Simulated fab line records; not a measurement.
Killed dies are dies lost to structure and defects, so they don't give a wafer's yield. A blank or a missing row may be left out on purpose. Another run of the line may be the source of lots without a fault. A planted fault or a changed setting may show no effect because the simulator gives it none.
fab line records | flow nand_harc | part 1 of 2: steps 1 to 4 of 6
record lots=23 | wafers=69 | last_day=25
route steps=1159 shown A_CHANNEL_HOLE_D1@471 A_CHANNEL_FILL_D1@493 A_STAIRCASE@533
lots that met no fault: from a run of the same line without faults
start_h: the number of hours between the record's first day and the start of the first shown wafer of the lot | wait_h: how many hours have passed since the lot's step before this one | " the same as in the row above | L1.1+2: a row that stands for several wafers | - no value, or no start was given | * or withheld: withheld | < > ~ a bound
route shown NAME@n: a module of which the file shows steps, and the number in the route of the first | usual: mean and standard deviation over wafers with no fault | same: alike in all rows | chamber/n: place in a boat | sites: readings site by site | _std_site: how widely they spread, as a standard deviation | _edge_site: outer sites' mean less inner sites' | radius_mm: how far each site lies from the wafer's centre | mask NAME#n: copy n | behind: tool/chamber where the wafer was last shaped | hold: what put the lot on hold/how long, in hours/how the hold closed | device: the transistor (n, p or np) that didn't switch | end of line: at the end of the route, the tests of the same wafers | where a step has no rows: the recipe by itself | killed: at the first sort, the dies lost to defects and structure; wafer yield is something else | map: dies across one wafer; x = killed, . = not, _ = none there
set.NAME: the setting that was run; set.NAME@STEP: the one run at that earlier step | model.NAME: the simulator's own value behind a step, which no gauge read
the route's steps for a sample of lots (tables are steps, rows are wafers)
services: the hour from which a tool's chamber was out of use, counted from the record's first day as start_h (under 0 if before that day), plus the number of hours and why
## steps
# step NHARC_A_CHANNEL_HOLE_D1_ETCH_19
# recipe bias_v=1200 | source_w=2500 | pressure_mtorr=15 | time_s=34.5 | ar_flow_sccm=375 | c4f8_flow_sccm=28.8 | o2_flow_sccm=96.2 | temp_c=-20 | target_depth_a=* | chemistry=C4F8/O2/Ar
# usual drypump_motor_current_A=5.8/0.58 | mfc_ar_sccm=375.0/0.96 | rf_fwd_power_W=2449/13 | showerhead_plenum_p_Torr=3.85/0.051 | throttle_valve_pct=37.038/0.0099
lot.wafer | tool        | chamber | start_h | wait_h | drypump_motor_current_A | mfc_ar_sccm | rf_fwd_power_W | rf_hours_counter_h | showerhead_plenum_p_Torr | throttle_valve_pct
L075.3    | har_etch-02 | 1       | 187.42  | 0.1    | 5.4                     | 374.6       | 2438           | -                  | 3.79                     | 37.045
L075.5    | "           | 1       | "       | "      | 5.4                     | 376.9       | 2452           | -                  | 3.79                     | 37.034
L075.6    | "           | 0       | "       | "      | 5.2                     | 374.8       | 2448           | -                  | 3.92                     | 37.033
L074.4    | har_etch-01 | 1       | 187.77  | 0.1    | 6.2                     | 375.3       | 2457           | -                  | 3.87                     | 37.042
L074.5    | "           | 0       | "       | "      | 6.7                     | 375.7       | 2445           | -                  | 3.87                     | 37.038
L074.6    | "           | 1       | "       | "      | 6.2                     | 374.8       | 2455           | -                  | 3.87                     | 37.029
L076.1    | har_etch-02 | 1       | 196.98  | 0.1    | 5.4                     | 375.9       | 2447           | 112                | 3.79                     | 37.042
L076.4    | "           | 0       | "       | "      | 5.2                     | 376.8       | 2472           | -                  | 3.92                     | 37.027
L076.6    | "           | 1       | "       | "      | 5.4                     | 374.9       | 2444           | -                  | 3.79                     | 37.048
L078.2    | har_etch-01 | 0       | 197.47  | 0.3    | 6.6                     | 373.6       | 2442           | 194                | 3.87                     | 37.049
L078.5    | "           | 0       | "       | "      | 6.7                     | 375.3       | 2439           | -                  | 3.87                     | 37.038
L078.6    | "           | 1       | "       | "      | 6.2                     | 375.5       | 2452           | -                  | 3.87                     | 37.045
L077.1    | har_etch-02 | 0       | 201.13  | 2.8    | 5.2                     | 373.5       | 2451           | 116                | 3.92                     | 37.044
L077.3    | "           | 0       | "       | "      | 5.2                     | 373.7       | 2457           | -                  | 3.92                     | 37.057
L077.5    | "           | 0       | "       | "      | 5.2                     | 372.8       | 2440           | -                  | 3.92                     | 37.043
L080.1    | har_etch-01 | 1       | 210.91  | 0.1    | 6.2                     | 375.1       | 2445           | 201                | 3.87                     | 37.028
L080.2    | "           | 0       | "       | "      | 6.7                     | 374.7       | 2440           | 201                | 3.87                     | 37.035
L080.3    | "           | 0       | "       | "      | 6.6                     | 374.7       | 2437           | -                  | 3.87                     | 37.034
L081.4    | har_etch-02 | 0       | 211.26  | 0.1    | 5.2                     | 374.4       | 2464           | -                  | 3.91                     | 37.028
L081.3    | "           | 1       | "       | "      | 5.4                     | 374.1       | 2442           | -                  | 3.78                     | 37.034
L081.6    | "           | 1       | "       | "      | 5.4                     | 374.7       | 2444           | -                  | 3.78                     | 37.045
L082.1    | har_etch-02 | 0       | 222.82  | 0.1    | 5.2                     | 374.8       | 2452           | 127                | 3.91                     | 37.041
L082.4    | "           | 1       | "       | "      | 5.4                     | 374.2       | 2437           | -                  | 3.78                     | 37.040
L082.5    | "           | 0       | "       | "      | 5.2                     | 374.2       | 2465           | -                  | 3.91                     | 37.018
L084.1    | har_etch-02 | 0       | 237.17  | 0.1    | 5.2                     | 375.1       | 2450           | 132                | 3.91                     | 37.047
L084.4    | "           | 0       | "       | "      | 5.2                     | 377.7       | 2450           | -                  | 3.91                     | 37.030
L084.5    | "           | 0       | "       | "      | 5.2                     | 374.9       | 2448           | -                  | 3.91                     | 37.016
L083.2    | har_etch-01 | 0       | 245.17  | 0.1    | 6.6                     | 375.2       | 2442           | 208                | 3.86                     | 37.042
L083.4    | "           | 1       | "       | "      | 6.2                     | 374.1       | 2470           | -                  | 3.86                     | 37.039
L083.5    | "           | 1       | "       | "      | 6.2                     | 375.8       | 2462           | -                  | 3.86                     | 37.036
L086.1    | har_etch-02 | 0       | 265.17  | 0.1    | 5.2                     | 375.0       | 2462           | 141                | 3.90                     | 37.021
L086.2    | "           | 1       | "       | "      | 5.4                     | 374.9       | 2429           | 141                | 3.77                     | 37.034
L086.3    | "           | 0       | "       | "      | 5.2                     | 376.0       | 2474           | -                  | 3.90                     | 37.039
L088.4    | har_etch-01 | 0       | 265.81  | 0.1    | 6.6                     | 374.7       | 2432           | -                  | 3.86                     | 37.044
L088.5    | "           | 1       | "       | "      | 6.2                     | 375.1       | 2473           | -                  | 3.86                     | 37.040
L088.6    | "           | 0       | "       | "      | 6.7                     | 374.8       | 2435           | -                  | 3.86                     | 37.033
L087.4    | har_etch-02 | 1       | 269.35  | 2.6    | 5.4                     | 374.7       | 2423           | -                  | 3.77                     | 37.038
L087.6    | "           | 1       | "       | "      | 5.4                     | 375.1       | 2430           | -                  | 3.77                     | 37.023
L087.5    | "           | 0       | "       | "      | 5.2                     | 375.9       | 2440           | -                  | 3.90                     | 37.061
L085.4    | har_etch-01 | 0       | 269.95  | 3.0    | 6.6                     | 374.7       | 2426           | -                  | 3.86                     | 37.041
L085.5    | "           | 0       | "       | "      | 6.7                     | 374.4       | 2428           | -                  | 3.86                     | 37.044
L085.6    | "           | 1       | "       | "      | 6.2                     | 375.5       | 2472           | -                  | 3.86                     | 37.034
L089.1    | har_etch-01 | 1       | 275.47  | 0.1    | 6.2                     | 373.3       | 2458           | 225                | 3.85                     | 37.043
L089.3    | "           | 0       | "       | "      | 6.7                     | 375.4       | 2431           | -                  | 3.85                     | 37.024
L089.6    | "           | 1       | "       | "      | 6.2                     | 375.2       | 2462           | -                  | 3.85                     | 37.044
L091.2    | har_etch-02 | 0       | 276.40  | 0.1    | 5.2                     | 375.8       | 2443           | 150                | 3.90                     | 37.039
L091.4    | "           | 1       | "       | "      | 5.4                     | 373.6       | 2443           | -                  | 3.77                     | 37.048
L091.6    | "           | 1       | "       | "      | 5.4                     | 374.8       | 2425           | -                  | 3.77                     | 37.032
L090.2    | har_etch-01 | 0       | 279.64  | 3.2    | 6.6                     | 375.3       | 2432           | 228                | 3.85                     | 37.035
L090.4    | "           | 0       | "       | "      | 6.7                     | 374.3       | 2447           | -                  | 3.85                     | 37.043
L090.5    | "           | 1       | "       | "      | 6.2                     | 373.9       | 2476           | -                  | 3.85                     | 37.028
L093.2    | har_etch-02 | 0       | 282.52  | 0.1    | 5.2                     | 374.1       | 2457           | 154                | 3.89                     | 37.051
L093.1    | "           | 1       | "       | "      | 5.4                     | 375.5       | 2430           | 154                | 3.76                     | 37.049
L093.3    | "           | 1       | "       | "      | 5.4                     | 376.1       | 2433           | -                  | 3.76                     | 37.040
L092.2    | har_etch-01 | 0       | 283.78  | 0.9    | 6.6                     | 375.3       | 2434           | 232                | 3.85                     | 37.032
L092.3    | "           | 0       | "       | "      | 6.6                     | 376.4       | 2440           | -                  | 3.85                     | 37.032
L092.6    | "           | 0       | "       | "      | 6.7                     | 376.0       | 2434           | -                  | 3.85                     | 37.030
L094.1    | har_etch-01 | 0       | 293.02  | 0.1    | 6.6                     | 374.8       | 2434           | 238                | 3.85                     | 37.048
L094.4    | "           | 1       | "       | "      | 6.2                     | 374.5       | 2458           | -                  | 3.85                     | 37.043
L094.6    | "           | 1       | "       | "      | 6.2                     | 374.2       | 2455           | -                  | 3.85                     | 37.051
L095.2    | har_etch-02 | 1       | 293.24  | 0.1    | 5.4                     | 376.5       | 2444           | 161                | 3.76                     | 37.052
L095.4    | "           | 1       | "       | "      | 5.4                     | 376.2       | 2437           | -                  | 3.76                     | 37.042
L095.6    | "           | 1       | "       | "      | 5.4                     | 375.8       | 2444           | -                  | 3.76                     | 37.032
L096.2    | har_etch-02 | 1       | 304.20  | 0.1    | 5.4                     | 374.8       | 2446           | 165                | 3.76                     | 37.045
L096.3    | "           | 0       | "       | "      | 5.3                     | 373.0       | 2458           | -                  | 3.89                     | 37.024
L096.5    | "           | 1       | "       | "      | 5.4                     | 376.0       | 2451           | -                  | 3.76                     | 37.035
L097.2    | har_etch-02 | 0       | 314.21  | 2.9    | 5.2                     | 375.5       | 2466           | 174                | 3.88                     | 37.031
L097.1    | "           | 1       | "       | "      | 5.4                     | 373.3       | 2445           | 174                | 3.75                     | 37.039
L097.6    | "           | 0       | "       | "      | 5.2                     | 372.6       | 2463           | -                  | 3.88                     | 37.042
# step NHARC_A_CHANNEL_FILL_D1_ALD_03
# recipe target_thk_a=60 | pulse_time_s=60 | ald_cycles=58 | temp_c=630 | pressure_torr=2 | material=SiNx
# usual precursor_pulse_height_rel=1.004/0.02
lot.wafer | tool             | chamber | start_h | wait_h | precursor_pulse_height_rel
L074.4    | ald_sin_batch-02 | 0       | -       | -      | 0.968
L074.5    | "                | 0       | "       | "      | 0.997
L074.6    | "                | 0       | "       | "      | 0.990
L075.3    | ald_sin_batch-02 | 0       | -       | -      | 1.000
L075.5    | "                | 0       | "       | "      | 0.993
L075.6    | "                | 0       | "       | "      | 1.022
L076.1    | ald_sin_batch-02 | 0       | -       | -      | 0.985
L076.4    | "                | 0       | "       | "      | 1.033
L076.6    | "                | 0       | "       | "      | 0.992
L078.2    | ald_sin_batch-02 | 0       | -       | -      | 0.982
L078.5    | "                | 0       | "       | "      | 0.979
L078.6    | "                | 0       | "       | "      | 0.975
L077.1    | ald_sin_batch-01 | 0       | -       | -      | 1.037
L077.3    | "                | 0       | "       | "      | 1.002
L077.5    | "                | 0       | "       | "      | 1.015
L081.3    | ald_sin_batch-01 | 0       | -       | -      | 0.990
L081.4    | "                | 0       | "       | "      | 1.001
L081.6    | "                | 0       | "       | "      | 0.978
L080.1    | ald_sin_batch-03 | 0       | -       | -      | 1.058
L080.2    | "                | 0       | "       | "      | 0.985
L080.3    | "                | 0       | "       | "      | 1.018
L082.1    | ald_sin_batch-03 | 0       | -       | -      | 1.033
L082.4    | "                | 0       | "       | "      | 1.007
L082.5    | "                | 0       | "       | "      | 0.985
L084.1    | ald_sin_batch-02 | 0       | -       | -      | 1.041
L084.4    | "                | 0       | "       | "      | 0.961
L084.5    | "                | 0       | "       | "      | 0.991
L083.2    | ald_sin_batch-03 | 0       | -       | -      | 0.996
L083.4    | "                | 0       | "       | "      | 1.025
L083.5    | "                | 0       | "       | "      | 1.050
L086.1    | ald_sin_batch-01 | 0       | -       | -      | 1.015
L086.2    | "                | 0       | "       | "      | 1.008
L086.3    | "                | 0       | "       | "      | 0.999
L088.4    | ald_sin_batch-01 | 0       | -       | -      | 1.003
L088.5    | "                | 0       | "       | "      | 1.009
L088.6    | "                | 0       | "       | "      | 0.973
L085.4    | ald_sin_batch-02 | 0       | -       | -      | 1.002
L085.5    | "                | 0       | "       | "      | 1.018
L085.6    | "                | 0       | "       | "      | 0.990
L087.4    | ald_sin_batch-02 | 0       | -       | -      | 0.995
L087.5    | "                | 0       | "       | "      | 1.007
L087.6    | "                | 0       | "       | "      | 1.000
L089.1    | ald_sin_batch-02 | 0       | -       | -      | 0.996
L089.3    | "                | 0       | "       | "      | 0.973
L089.6    | "                | 0       | "       | "      | 1.002
L091.2    | ald_sin_batch-02 | 0       | -       | -      | 0.979
L091.4    | "                | 0       | "       | "      | 1.021
L091.6    | "                | 0       | "       | "      | 1.010
L090.2    | ald_sin_batch-01 | 0       | -       | -      | 1.011
L090.4    | "                | 0       | "       | "      | 0.973
L090.5    | "                | 0       | "       | "      | 1.028
L092.2    | ald_sin_batch-01 | 0       | -       | -      | 0.995
L092.3    | "                | 0       | "       | "      | 1.025
L092.6    | "                | 0       | "       | "      | 1.017
L093.1    | ald_sin_batch-01 | 0       | -       | -      | 1.057
L093.2    | "                | 0       | "       | "      | 1.008
L093.3    | "                | 0       | "       | "      | 1.006
L094.1    | ald_sin_batch-02 | 0       | -       | -      | 1.021
L094.4    | "                | 0       | "       | "      | 1.015
L094.6    | "                | 0       | "       | "      | 1.008
L095.2    | ald_sin_batch-02 | 0       | -       | -      | 0.995
L095.4    | "                | 0       | "       | "      | 1.004
L095.6    | "                | 0       | "       | "      | 0.972
L096.2    | ald_sin_batch-03 | 0       | -       | -      | 0.985
L096.3    | "                | 0       | "       | "      | 1.001
L096.5    | "                | 0       | "       | "      | 0.995
L097.1    | ald_sin_batch-01 | 0       | -       | -      | 0.983
L097.2    | "                | 0       | "       | "      | 1.004
L097.6    | "                | 0       | "       | "      | 0.965
# step NHARC_A_CHANNEL_FILL_D1_ETCHBACK_19
# recipe target_depth_a=50 | time_s=1.7 | hbr_flow_sccm=150 | cl2_flow_sccm=50 | rf_w=400 | icp_w=400 | bias_w=100 | chemistry=HBr/Cl2
# usual drypump_motor_current_A=5.7/0.57 | oes_product_au=0.995/0.0067 | rf_fwd_power_W=390.3/1.4 | throttle_valve_pct=26.406/0.0095
lot.wafer | tool      | chamber | start_h | wait_h | drypump_motor_current_A | oes_product_au | rf_fwd_power_W | rf_hours_counter_h | throttle_valve_pct
L074.4    | rie_si-06 | 2       | 218.70  | 0.4    | 5.2                     | 0.994          | 389.4          | 0.2                | 26.388
L074.5    | "         | 1       | "       | "      | 6.7                     | 0.995          | 391.0          | -                  | 26.415
L074.6    | "         | 2       | "       | "      | 5.2                     | 0.999          | 390.0          | -                  | 26.401
L075.3    | rie_si-01 | 0       | 218.71  | 0.4    | 5.4                     | 0.996          | 388.3          | 0.8                | 26.407
L075.6    | "         | 2       | "       | "      | 6.2                     | 1.003          | 388.8          | -                  | 26.408
L075.5    | "         | 3       | "       | "      | 5.6                     | 0.992          | 388.0          | -                  | 26.420
L076.1    | rie_si-02 | 1       | 226.78  | 0.4    | 5.5                     | 0.996          | 389.8          | 0.1                | 26.415
L076.4    | "         | 3       | "       | "      | 5.1                     | 0.991          | 392.2          | 0.0                | 26.414
L076.6    | "         | 0       | "       | "      | 5.0                     | 0.993          | 391.0          | -                  | 26.412
L078.2    | rie_si-06 | 3       | 226.81  | 0.4    | 5.3                     | 1.003          | 390.6          | 0.4                | 26.405
L078.5    | "         | 0       | "       | "      | 5.9                     | 0.999          | 392.1          | -                  | 26.409
L078.6    | "         | 1       | "       | "      | 6.6                     | 0.995          | 389.2          | -                  | 26.414
L077.1    | rie_si-06 | 0       | 230.99  | 0.4    | 5.9                     | 0.992          | 390.4          | 0.4                | 26.412
L077.3    | "         | 1       | "       | "      | 6.6                     | 0.990          | 390.3          | 0.4                | 26.391
L077.5    | "         | 2       | "       | "      | 5.2                     | 0.993          | 388.4          | -                  | 26.410
L081.3    | rie_si-01 | 2       | 243.70  | 0.4    | 6.2                     | 0.998          | 389.8          | 1.2                | 26.406
L081.4    | "         | 3       | "       | "      | 5.6                     | 0.979          | 388.4          | 1.1                | 26.388
L081.6    | "         | 3       | "       | "      | 5.6                     | 0.985          | 387.6          | -                  | 26.418
L080.3    | rie_si-06 | 2       | 246.13  | 0.4    | 5.2                     | 0.985          | 388.6          | 0.5                | 26.415
L080.1    | "         | 3       | "       | "      | 5.3                     | 1.006          | 387.1          | 0.5                | 26.428
L080.2    | "         | 1       | "       | "      | 6.7                     | 0.998          | 391.3          | 0.5                | 26.414
L082.1    | rie_si-02 | 3       | 254.56  | 0.4    | 5.1                     | 0.996          | 391.6          | 0.3                | 26.406
L082.4    | "         | 1       | "       | "      | 5.5                     | 0.995          | 390.4          | 0.3                | 26.406
L082.5    | "         | 3       | "       | "      | 5.1                     | 0.995          | 392.9          | -                  | 26.422
L084.4    | rie_si-06 | 1       | 267.13  | 0.4    | 6.6                     | 1.001          | 390.9          | 0.7                | 26.415
L084.1    | "         | 3       | "       | "      | 5.3                     | 0.996          | 390.9          | 0.8                | 26.408
L084.5    | "         | 2       | "       | "      | 5.2                     | 0.989          | 388.0          | -                  | 26.399
L083.4    | rie_si-06 | 0       | 275.30  | 0.4    | 5.9                     | 0.994          | 392.2          | 0.7                | 26.402
L083.2    | "         | 1       | "       | "      | 6.7                     | 0.998          | 390.5          | 0.7                | 26.395
L083.5    | "         | 0       | "       | "      | 5.9                     | 0.993          | 391.1          | -                  | 26.413
L086.1    | rie_si-06 | 1       | 294.95  | 0.4    | 6.7                     | 0.997          | 390.7          | 0.8                | 26.416
L086.3    | "         | 3       | "       | "      | 5.3                     | 1.003          | 388.2          | 1.0                | 26.400
L086.2    | "         | 0       | "       | "      | 5.9                     | 0.978          | 392.5          | 0.9                | 26.412
L088.4    | rie_si-01 | 0       | 294.98  | 0.4    | 5.4                     | 1.001          | 389.1          | 1.6                | 26.420
L088.5    | "         | 2       | "       | "      | 6.2                     | 0.991          | 390.6          | -                  | 26.407
L088.6    | "         | 3       | "       | "      | 5.6                     | 0.983          | 391.5          | -                  | 26.403
L087.4    | rie_si-06 | 1       | 299.92  | 0.4    | 6.7                     | 0.990          | 391.5          | 0.8                | 26.404
L087.5    | "         | 1       | "       | "      | 6.7                     | 0.988          | 391.7          | -                  | 26.400
L087.6    | "         | 2       | "       | "      | 5.2                     | 0.995          | 391.4          | -                  | 26.423
L085.4    | rie_si-01 | 1       | 299.92  | 0.4    | 6.0                     | 0.991          | 390.1          | 1.6                | 26.426
L085.6    | "         | 1       | "       | "      | 6.0                     | 0.984          | 389.9          | -                  | 26.419
L085.5    | "         | 2       | "       | "      | 6.2                     | 0.993          | 390.6          | -                  | 26.401
L089.1    | rie_si-02 | 1       | 305.70  | 0.4    | 5.5                     | 0.993          | 388.8          | 0.7                | 26.387
L089.3    | "         | 2       | "       | "      | 6.7                     | 1.004          | 392.2          | 0.7                | 26.390
L089.6    | "         | 1       | "       | "      | 5.5                     | 1.004          | 389.6          | -                  | 26.412
L091.2    | rie_si-06 | 1       | 305.70  | 0.4    | 6.7                     | 0.999          | 390.8          | 0.9                | 26.416
L091.4    | "         | 2       | "       | "      | 5.2                     | 0.997          | 389.8          | 0.9                | 26.392
L091.6    | "         | 0       | "       | "      | 5.9                     | 0.993          | 393.9          | -                  | 26.410
L092.2    | rie_si-02 | 0       | 312.39  | 0.4    | 5.0                     | 1.001          | 392.0          | 0.7                | 26.403
L092.3    | "         | 2       | "       | "      | 6.7                     | 1.012          | 389.2          | 0.8                | 26.409
L092.6    | "         | 3       | "       | "      | 5.1                     | 0.995          | 391.2          | -                  | 26.410
L090.4    | rie_si-06 | 2       | 312.40  | 0.4    | 5.2                     | 0.992          | 389.6          | 1.1                | 26.408
L090.2    | "         | 3       | "       | "      | 5.3                     | 0.998          | 390.0          | 1.2                | 26.401
L090.5    | "         | 2       | "       | "      | 5.2                     | 0.993          | 388.5          | -                  | 26.407
L093.1    | rie_si-02 | 1       | 312.45  | 0.4    | 5.5                     | 0.987          | 389.3          | 0.7                | 26.404
L093.2    | "         | 2       | "       | "      | 6.7                     | 1.001          | 388.2          | 0.8                | 26.389
L093.3    | "         | 3       | "       | "      | 5.1                     | 1.003          | 392.8          | 0.8                | 26.411
L094.1    | rie_si-01 | 1       | 324.09  | 0.4    | 6.0                     | 1.001          | 389.8          | 0.1                | 26.414
L094.4    | "         | 2       | "       | "      | 6.2                     | 1.000          | 388.7          | 0.1                | 26.395
L094.6    | "         | 1       | "       | "      | 6.0                     | 0.998          | 389.2          | -                  | 26.407
L095.4    | rie_si-02 | 1       | 324.10  | 0.4    | 5.5                     | 0.993          | 391.1          | 0.9                | 26.418
L095.2    | "         | 2       | "       | "      | 6.7                     | 0.994          | 388.7          | 0.9                | 26.399
L095.6    | "         | 0       | "       | "      | 5.0                     | 0.997          | 390.1          | -                  | 26.408
L096.3    | rie_si-06 | 1       | 337.37  | 0.4    | 6.7                     | 1.000          | 392.5          | 1.3                | 26.417
L096.2    | "         | 3       | "       | "      | 5.3                     | 0.996          | 390.4          | 1.5                | 26.417
L096.5    | "         | 0       | "       | "      | 5.9                     | 0.985          | 392.5          | -                  | 26.407
L097.2    | rie_si-01 | 3       | 349.88  | 0.4    | 5.6                     | 0.996          | 390.2          | 0.3                | 26.402
L097.1    | "         | 1       | "       | "      | 6.0                     | 1.004          | 388.6          | 0.4                | 26.389
L097.6    | "         | 3       | "       | "      | 5.6                     | 1.001          | 391.9          | -                  | 26.414
# step NHARC_A_STAIRCASE_STRIP_171
# recipe power_w=1500 | temp_c=250 | chemistry=O2
# usual drypump_motor_current_A=6.1/0.33 | heater_power_w=310/12
lot.wafer | tool            | chamber | start_h | wait_h | drypump_motor_current_A | heater_power_w | rf_hours_counter_h
L075.3    | plasma_asher-02 | 1       | 244.36  | -      | 6.6                     | 302            | -
L075.5    | "               | 0       | "       | "      | 6.0                     | 304            | -
L075.6    | "               | 1       | "       | "      | 6.7                     | 299            | -
L074.4    | plasma_asher-01 | 1       | 244.81  | -      | 5.9                     | 315            | -
L074.5    | "               | 1       | "       | "      | 5.8                     | 313            | -
L074.6    | "               | 0       | "       | "      | 5.8                     | 331            | -
L076.1    | plasma_asher-02 | 0       | 252.53  | -      | 6.0                     | 298            | 20
L076.4    | "               | 0       | "       | "      | 6.0                     | 302            | -
L076.6    | "               | 1       | "       | "      | 6.6                     | 305            | -
L078.2    | plasma_asher-01 | 1       | 252.65  | -      | 5.8                     | 323            | 49
L078.6    | "               | 1       | "       | "      | 5.8                     | 331            | -
L078.5    | "               | 0       | "       | "      | 5.8                     | 318            | -
L077.1    | plasma_asher-01 | 1       | 256.88  | -      | 5.8                     | 323            | 51
L077.3    | "               | 0       | "       | "      | 5.8                     | 326            | -
L077.5    | "               | 0       | "       | "      | 5.8                     | 317            | -
L080.1    | plasma_asher-01 | 1       | 268.75  | -      | 5.8                     | 317            | 56
L080.2    | "               | 0       | "       | "      | 5.8                     | 322            | 56
L080.3    | "               | 1       | "       | "      | 5.8                     | 325            | -
L081.3    | plasma_asher-02 | 1       | 269.29  | -      | 6.6                     | 297            | -
L081.4    | "               | 0       | "       | "      | 6.0                     | 303            | -
L081.6    | "               | 0       | "       | "      | 6.0                     | 297            | -
L082.1    | plasma_asher-02 | 1       | 282.92  | -      | 6.6                     | 310            | 34
L082.4    | "               | 0       | "       | "      | 6.0                     | 308            | -
L082.5    | "               | 1       | "       | "      | 6.6                     | 303            | -
L084.1    | plasma_asher-02 | 1       | 294.28  | -      | 6.6                     | 304            | 36
L084.4    | "               | 1       | "       | "      | 6.6                     | 303            | -
L084.5    | "               | 0       | "       | "      | 6.0                     | 296            | -
L083.2    | plasma_asher-02 | 0       | 301.63  | -      | 5.9                     | 299            | 38
L083.4    | "               | 0       | "       | "      | 5.9                     | 298            | -
L083.5    | "               | 0       | "       | "      | 6.0                     | 305            | -
L086.1    | plasma_asher-01 | 0       | 321.92  | -      | 5.8                     | 338            | 9
L086.2    | "               | 1       | "       | "      | 5.8                     | 313            | 9
L086.3    | "               | 1       | "       | "      | 5.8                     | 307            | -
L088.4    | plasma_asher-02 | 1       | 322.78  | -      | 6.6                     | 303            | -
L088.6    | "               | 1       | "       | "      | 6.6                     | 297            | -
L088.5    | "               | 0       | "       | "      | 6.0                     | 306            | -
L087.4    | plasma_asher-02 | 1       | 325.84  | -      | 6.6                     | 301            | -
L087.6    | "               | 0       | "       | "      | 6.0                     | 304            | -
L087.5    | "               | 1       | "       | "      | 6.6                     | 300            | -
L085.4    | plasma_asher-02 | 1       | 326.16  | -      | 6.6                     | 301            | -
L085.6    | "               | 0       | "       | "      | 6.0                     | 303            | -
L085.5    | "               | 1       | "       | "      | 6.6                     | 309            | -
L089.1    | plasma_asher-02 | 0       | 330.85  | -      | 6.0                     | 311            | 46
L089.3    | "               | 1       | "       | "      | 6.6                     | 302            | -
L089.6    | "               | 0       | "       | "      | 6.0                     | 306            | -
L091.2    | plasma_asher-02 | 1       | 331.13  | -      | 6.6                     | 302            | 47
L091.4    | "               | 1       | "       | "      | 6.6                     | 303            | -
L091.6    | "               | 0       | "       | "      | 6.0                     | 304            | -
L092.2    | plasma_asher-02 | 1       | 339.23  | -      | 6.6                     | 302            | 51
L092.3    | "               | 1       | "       | "      | 6.6                     | 311            | -
L092.6    | "               | 0       | "       | "      | 6.0                     | 295            | -
L090.2    | plasma_asher-01 | 1       | 339.32  | -      | 5.8                     | 311            | 16
L090.4    | "               | 1       | "       | "      | 5.9                     | 311            | -
L090.5    | "               | 1       | "       | "      | 5.9                     | 311            | -
L093.2    | plasma_asher-01 | 1       | 342.80  | -      | 5.8                     | 315            | 17
L093.1    | "               | 0       | "       | "      | 5.8                     | 330            | 17
L093.3    | "               | 1       | "       | "      | 5.8                     | 312            | -
L094.1    | plasma_asher-02 | 1       | 350.09  | -      | 6.6                     | 304            | 55
L094.4    | "               | 1       | "       | "      | 6.7                     | 298            | -
L094.6    | "               | 0       | "       | "      | 6.0                     | 300            | -
L095.2    | plasma_asher-01 | 1       | 350.45  | -      | 5.9                     | 306            | 21
L095.4    | "               | 0       | "       | "      | 5.8                     | 343            | -
L095.6    | "               | 0       | "       | "      | 5.9                     | 329            | -
L096.2    | plasma_asher-01 | 0       | 363.73  | -      | 5.8                     | 340            | 27
L096.3    | "               | 1       | "       | "      | 5.8                     | 303            | -
L096.5    | "               | 0       | "       | "      | 5.8                     | 329            | -
L097.2    | plasma_asher-02 | 1       | 375.28  | -      | 6.6                     | 297            | 2
L097.1    | "               | 0       | "       | "      | 6.0                     | 310            | 2
L097.6    | "               | 1       | "       | "      | 6.6                     | 304            | -
